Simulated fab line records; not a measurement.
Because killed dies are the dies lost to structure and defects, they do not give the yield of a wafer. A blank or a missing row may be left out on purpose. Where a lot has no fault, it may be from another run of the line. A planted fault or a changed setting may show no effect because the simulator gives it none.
Struck lot and sound lot, side by side    flow n5 finfet    38 out of 1938 route steps
Sound: these wafers, L745.3, L745.4, L745.6. Wafers L735.3, L735.4 were the ones struck. The cause comes at the end.
Order at every step that has rows: each side's tool, ch and its chambers, its first start. Under that, the readings that differ: sound wafers    struck wafers    difference of the means    sigmas: that difference in standard deviations of wafers without a fault.
alike: a reading whose means differ by less than 2 such deviations, as well as words and numbers matching on both sides. not compared: withheld readings; readings where some wafer has no value; bounds like >300 that might hide an equal value; numbers whose values overlap and for which the record gives no deviation.
Wherever a step has rows on one side only, a row that says differs or no value, or a row with sigmas, the two part there. Numbers that don't overlap but have no deviation are shown without sigmas and don't part them. A reading missing from all wafers of one side parts the sides only when that side holds two or more wafers.

first, 9 steps without rows for these wafers: N5_BEOL_M6_DESCUM_33 (chemistry O2, time 7 s); N5_BEOL_M6_ETCH_72 (etches underlayer in N2/H2, target depth 6.5 nm, time 5.2 s); N5_BEOL_M6_ETCH_65 (etches SiARC in CF4, target depth 15.6 nm, time 26 s); N5_BEOL_M6_ETCH_66 (etches SOC in N2/H2, target depth 80 nm, overetch 16 nm, time 120 s); N5_BEOL_M6_STRIP_69 (strips in N2/H2); N5_BEOL_M6_STRIP_73 (strips in N2/H2); N5_BEOL_M6_VIA_ETCH_34 (etches SiCOH lowk in C4F6/O2, target depth 126.3 nm, time 50.9 s); N5_BEOL_M6_STRIP_76 (strips in C4F6/O2); N5_BEOL_M6_STRIP_36 (strips in N2/H2).
N5_BEOL_M6_TRENCH_ETCH_37: etches SiCOH lowk in C4F6/O2, target depth 94.435 nm, time 31.5 s.
  sound on rie diel-04 ch 0,2, day 13 06:01; struck on rie diel-01 ch 0,2, day 10 16:06
reading                              sound              struck       difference  sigmas
drypump motor current A (A)          4.9 5.7 5.0        6.5 5.7      +0.9        +2
run length s (s)                     54.6 54.8 55.3     59.2 59.5    +4.5        +11
model.BEOL_M6.feature depth nm (nm)  93.2 95.4 93.2     108.8 109.2  +15.1       
model.etch.depth nm (nm)             93.21 95.35 93.21  108.9 109.1  +15.1       
  alike: mfc ar sccm, oes product au, rf vpp V, showerhead plenum p Torr, throttle valve pct
  not compared: rf hours counter h, model.TiN_of_BEOL_M6_HM_DEP_02.thk nm
then, 2 steps without rows for these wafers: N5_BEOL_M6_ETCH_41 (etches SiCN in CH3F/O2, target depth 29.7 nm, time 52 s); N5_BEOL_M6_STRIP_80 (strips in N2/H2, time 10 s).
N5_BEOL_M6_OCD_MEAS_38:
  sound on ocd-01 at day 13 06:10; struck on ocd-02 at day 10 16:16
reading               sound           struck       difference  sigmas
trench depth nm (nm)  93.2 95.0 93.7  108.9 109.2  +15.1       +12
then, 13 steps without rows for these wafers: N5_BEOL_M6_HM_STRIP_39 (strips TiN in peroxide tin strip, target depth 25 nm, time 158 s); N5_BEOL_M6_SRD_40 (time 30 s); N5_BEOL_M6_PRECLEAN_42 (cleans in residue remover, time 60 s); N5_BEOL_M6_SRD_43 (time 30 s); N5_BEOL_M6_CURE_75 (cures SiCOH lowk, time 120 s); N5_BEOL_M6_DEGAS_44 (time 60 s); N5_BEOL_M6_PRE_CLEAN_45 (time 30 s); N5_BEOL_M6_ALD_77 (deposits TaN, target thk 2 nm, pulse time 2 s, purge time 3 s); N5_BEOL_M6_SURFACE_TREAT_79; N5_BEOL_M6_CVD_78 (deposits Co from CCTBA/H2, target thk 2 nm, time 142.3 s); N5_BEOL_M6_SPUTTER_48 (material Cu, target thk 10 nm, time 1.667 s); N5_BEOL_M6_ECD_50 (material Cu, target thk 300 nm); N5_BEOL_M6_ANNEAL_51 (time 90 s).
N5_BEOL_M6_CMP_52: polishes, stops on SiCOH lowk, t overpolish 6.9 s, target thk 80 nm.
  sound on cmp-03 ch 0,1,3, day 13 09:31; struck on cmp-02 ch 0,2, day 10 19:14
reading                                 sound           struck     difference  sigmas
model.Cu_of_BEOL_M6_ECD_50.thk nm (nm)  79.8 81.8 79.8  94.2 94.6  +13.9       
  alike: barrier field endpoint s, motor current A, overpolish run s, slurry flow ml min, time to endpoint s
  not compared: pad life wafers
N5_BEOL_M6_THK_MEAS_53: measures by xrf.
  sound on film metro-02 at day 13 09:44; struck on film metro-01 at day 10 19:29
reading      sound           struck     difference  sigmas
M6_THK (nm)  79.2 81.2 79.2  92.7 92.8  +12.9       +8
then, 2 steps without rows for these wafers: N5_BEOL_M6_PRE_CLEAN_55 (time 15 s); N5_BEOL_M6_DEP_56 (deposits SiCN from 3MS/NH3, target thk 10 nm, time 17.5 s).
N5_BEOL_M6_RS_MEAS_57: measures by four-point-probe.
  sound on film metro-01 at day 13 09:55; struck on film metro-01 at day 10 19:37
reading         sound              struck       difference  sigmas
M6_RS (ohm/sq)  0.287 0.279 0.287  0.236 0.235  -0.049      -7
then, 5 steps without rows for these wafers: N5_BEOL_M7_ILD_DEP_00 (deposits SiCOH lowk from DEMS/porogen, target thk 179.75 nm, time 33.4 s); N5_BEOL_M7_CURE_74 (cures SiCOH lowk, time 240 s); N5_BEOL_M7_PECVD_70 (deposits SiO2 from TEOS/O2, target thk 20 nm, time 22.7 s); N5_BEOL_M7_HM_DEP_02 (deposits TiN, target thk 20 nm); N5_BEOL_M7_COAT_59 (time 60 s, resist thk 100 nm).
-- the record jumps here: 3 days lie between the struck wafers' starts before and after (it left off in module BEOL_M7 and takes up again in module BEOL_M15, whose first step shown is number 1830 of the route) --
N5_BEOL_M15_RC_MEAS_101:
  sound on prober-01 ch 0, day 16 09:24; struck on prober-02 ch 0, day 13 19:51
reading                    sound                    struck         difference  sigmas
COMB_M9 (S/m)              2.4e-11 1.8e-11 1.5e-11  9e-12 1.5e-11  -7e-12      -2
SERP_M11 (ohm/um)          3.07 3.07 3.04           3.24 3.16      +0.14       +2
SERP_M14 (ohm/um)          0.165 0.167 0.166        0.160 0.159    -0.007      -2
SERP_M6 (ohm/um)           14.3 13.7 13.8           11.6 11.3      -2.5        -6
SERP_M6_max_site (ohm/um)  14.9 14.5 14.2           11.9 11.6      -2.8        -7
  alike: COMB_M10, COMB_M11, COMB_M12, COMB_M13, COMB_M14, COMB_M15, COMB_M5, COMB_M7, COMB_M8, SERP_M10, SERP_M12, SERP_M13, SERP_M13_max_site, SERP_M5, SERP_M7, SERP_M8, SERP_M9
N5_PASSIVATION_PROBE_49:
  sound on prober-01 at day 17 01:48; struck on prober-02 at day 14 11:49
reading          sound     struck  difference  sigmas
killed_at_M4_up  27 25 20  13 10   -12         -2
  alike: defect limited yield, killed_at_M0_to_M3, killed at contacts, killed at front end, killed at other, killed dies, killed open, killed short, sort_bin_5_function, sort_bin_6_memory, sort n pass, sort yield pct

WHERE THEY PART
First at N5_BEOL_M6_TRENCH_ETCH_37; last, within this record, at N5_PASSIVATION_PROBE_49.

WHY: what had been put in by the simulator
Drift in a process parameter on rie diel-01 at N5_BEOL_M6_TRENCH_ETCH_37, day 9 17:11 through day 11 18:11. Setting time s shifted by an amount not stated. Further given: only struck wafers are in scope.
